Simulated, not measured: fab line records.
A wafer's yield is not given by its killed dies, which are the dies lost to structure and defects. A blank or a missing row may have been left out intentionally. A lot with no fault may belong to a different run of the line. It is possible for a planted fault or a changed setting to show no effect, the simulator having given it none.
Split-lot study | flow n5-finfet | route with 1938 steps; 7 lots, 21 wafers read

## THE SPLIT
At N5_BEOL_M13_SPUTTER_43 (material TaN, target thk 15 nm, time 24.19 s), the setting time-s was moved away from the recipe's 24.19 s on 9 of the 21 wafers read, by -12.0% to +13.2%. The other wafers ran this setting at the recipe's value.

The split's own step is where the reading is taken.

## THE READING
TaN_of_BEOL_M13_SPUTTER_43.thk-nm (the simulator's own value, which no gauge read), in nm, at N5_BEOL_M13_SPUTTER_43 (material TaN, target thk 15 nm, time 24.19 s). The file gives no usual value for it. Average 14.9 nm, standard deviation 0.22 nm, over the 12 wafers here run with the recipe.

wafer  | tool, chamber at the split | time-s as run, s | against the recipe | TaN_of_BEOL_M13_SPUTTER_43.thk-nm, nm | against lot-mates on the recipe
L077.2 | pvd-sputter-02, -          | 24.19            | recipe             | 15                                    | -
L077.3 | pvd-sputter-02, -          | 24.19            | recipe             | 15                                    | -
L077.6 | pvd-sputter-02, -          | 22.07            | -8.8%              | 13.8                                  | -1.2
L075.3 | pvd-sputter-02, -          | 27.39            | +13.2%             | 17.2                                  | +2.0
L075.5 | pvd-sputter-02, -          | 27.39            | +13.2%             | 17                                    | +1.8
L075.6 | pvd-sputter-02, -          | 24.19            | recipe             | 15.2                                  | -
L079.1 | pvd-sputter-03, -          | 24.19            | recipe             | 15                                    | -
L079.3 | pvd-sputter-03, -          | 24.19            | recipe             | 15.2                                  | -
L079.6 | pvd-sputter-03, -          | 22.06            | -8.8%              | 13.6                                  | -1.5
L085.2 | pvd-sputter-02, -          | 24.19            | recipe             | 14.8                                  | -
L085.5 | pvd-sputter-02, -          | 26.5             | +9.5%              | 16.2                                  | +1.4
L085.6 | pvd-sputter-02, -          | 26.5             | +9.5%              | 16.4                                  | +1.6
L091.1 | pvd-sputter-01, -          | 24.19            | recipe             | 15                                    | -
L091.6 | pvd-sputter-01, -          | 24.19            | recipe             | 15                                    | -
L091.4 | pvd-sputter-01, -          | 21.28            | -12.0%             | 13.4                                  | -1.6
L089.3 | pvd-sputter-03, -          | 22.45            | -7.2%              | 14                                    | -1.2
L089.4 | pvd-sputter-03, -          | 22.45            | -7.2%              | 14.2                                  | -1.0
L089.6 | pvd-sputter-03, -          | 24.19            | recipe             | 15.2                                  | -
L096.1 | pvd-sputter-03, -          | 24.19            | recipe             | 14.6                                  | -
L096.5 | pvd-sputter-03, -          | 24.19            | recipe             | 14.6                                  | -
L096.6 | pvd-sputter-03, -          | 24.19            | recipe             | 14.6                                  | -

THE FIT
A straight line over all 21 wafers: TaN_of_BEOL_M13_SPUTTER_43.thk-nm changes by +0.145 nm for each +1% of time-s; r = +0.98; the points scatter about the line by 0.21 nm.
The same after taking each lot's own level away (the mean of its wafers on the recipe; 21 wafers): +0.147 nm for each +1%; r = +1.00; scatter 0.098 nm.
According to that fit, moving time-s by its largest amount changes the reading by 1.9 nm.
The span of the lots' own levels, 14.60 to 15.20 nm, comes to 2.7 times the standard deviation stated above.
Consequently the slope shifts little with the lot-to-lot level, the two slopes agreeing.
Check: with one of the wafers moved furthest among these (+13.2%) left out of the fit, the line predicts +1.94 nm for it against its lot-mates. It came out at +2 nm against them.

## ADDITIONAL SPLITS CARRIED BY THESE WAFERS
Before the reading, these wafers also passed through other splits. Each is held against what the fit with the lots' levels taken away leaves over:
other split on the same wafers | wafers away from the commonest value | r with TaN_of_BEOL_M13_SPUTTER_43.thk-nm (lot level and that fit taken away)
N5_BEOL_M12_ILD_DEP_00 time-s  | 9                                    | +0.54
N5_BEOL_M12_PEB_08 peb-time-s  | 8                                    | +0.00
N5_BEOL_M13_EXPOSE_07 dose-mj  | 6                                    | -0.31
N5_BEOL_M13_ETCH_68 time-s     | 6                                    | +0.02

## FILE'S OWN FIT
TaN_of_BEOL_M13_SPUTTER_43.thk-nm changes by +0.146 nm for each +1% of time-s, r = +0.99.
